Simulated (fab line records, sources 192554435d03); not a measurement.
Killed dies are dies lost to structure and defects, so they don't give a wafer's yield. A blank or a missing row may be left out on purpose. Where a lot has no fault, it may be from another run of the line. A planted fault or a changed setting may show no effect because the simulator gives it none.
Problem report, 8D (eight disciplines) form, completed by code ; flow n5-finfet ; the parts of the form that need people (team, actions taken, sign-off) are left out

1. WHAT IS WRONG
At N5_PASSIVATION_PROBE_49, killed_at_M0_to_M3 averages 387 over 6 wafers from 2 lots, while fault-free wafers read 34, standard deviation 10. Measured from the usual mean, that is +35 standard deviations.
The first sign was on wafer L793.3 at day 18 20:10, on prober-01. The record has a number at this step for 12 wafers belonging to 4 lots. By rule, "out" or "out of limits" means more than 4 standard deviations away from the usual mean. The other wafers with a number count as sound.

2. WHAT IT IS, WHAT IT ISN'T
question;is;is not
which readings at this step;killed_at_M0_to_M3, defect-limited-yield, killed-dies, killed-on-rim, sort_bin_5_function, sort_bin_6_memory, sort-n-pass, sort-yield-pct;killed_at_M4_up, killed-at-contacts, killed-short, sort_bin_8_speed
which lots;L791, L793;L776, L779
which wafers of those lots;all that have a number;-
read on which tools;prober-01, prober-02;-
when;from day 18 20:10;up to then (6 sound wafers)

3. THE SUSPECTS, EACH WITH WHAT RULES IT OUT
Counting: a tool stays on the suspect list if, at a process step up to the reading, it processed all lots that are out and no sound lot following the first of them.
- ecd-cu-01 at N5_BEOL_M2_ECD_50 (material Cu, target thk 300 nm): kept. It ran every lot that is out, first L791 (day 12 10:23), and no sound lot after that; its last sound lot up to then is L779 (day 8 12:49).
Remaining after the count: ecd-cu-01 at N5_BEOL_M2_ECD_50.

4. THE CAUSE (what the simulator had put in)
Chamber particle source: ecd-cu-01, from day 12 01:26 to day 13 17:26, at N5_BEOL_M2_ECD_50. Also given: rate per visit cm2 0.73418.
Only this tool survived the counting.

5. THE EFFECT CHAIN, in route order
One row per reading whose mean, taken over the struck wafers that have a number, lies over 3 standard deviations from the usual. Scope: only readings with a usual standard deviation given in the record; hours: median across lots of the time from each lot's start at the first step in this table that gives one to its start at this step; sigmas: change in usual standard deviations.
hours;step;reading;usual;on struck wafers;change;sigmas
0;N5_PASSIVATION_PROBE_49;defect-limited-yield;91.3 %;62.5;-28.8;-21
0;N5_PASSIVATION_PROBE_49;killed_at_M0_to_M3;34;387;+353;+35
0;N5_PASSIVATION_PROBE_49;killed-dies;103;443;+340;+20
0;N5_PASSIVATION_PROBE_49;killed-on-rim;13;58;+45;+10
0;N5_PASSIVATION_PROBE_49;sort_bin_5_function;5.1 %;23.6;+18.5;+19
0;N5_PASSIVATION_PROBE_49;sort_bin_6_memory;3.3 %;11.8;+8.5;+13
0;N5_PASSIVATION_PROBE_49;sort-n-pass;1077;737;-340;-20
0;N5_PASSIVATION_PROBE_49;sort-yield-pct;91.2 %;62.5;-28.8;-21
It contains these process steps:
- N5_PASSIVATION_PROBE_49

6. HOW IT WOULD HAVE BEEN CAUGHT EARLIER
In this record the first reading out of limits was taken at day 18 20:10, 163 hours after the fault began at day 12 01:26.
Lots out: 2; all had begun N5_BEOL_M2_ECD_50 on ecd-cu-01 by day 18 20:10. None of them would have been spared by holding the tool at that moment.
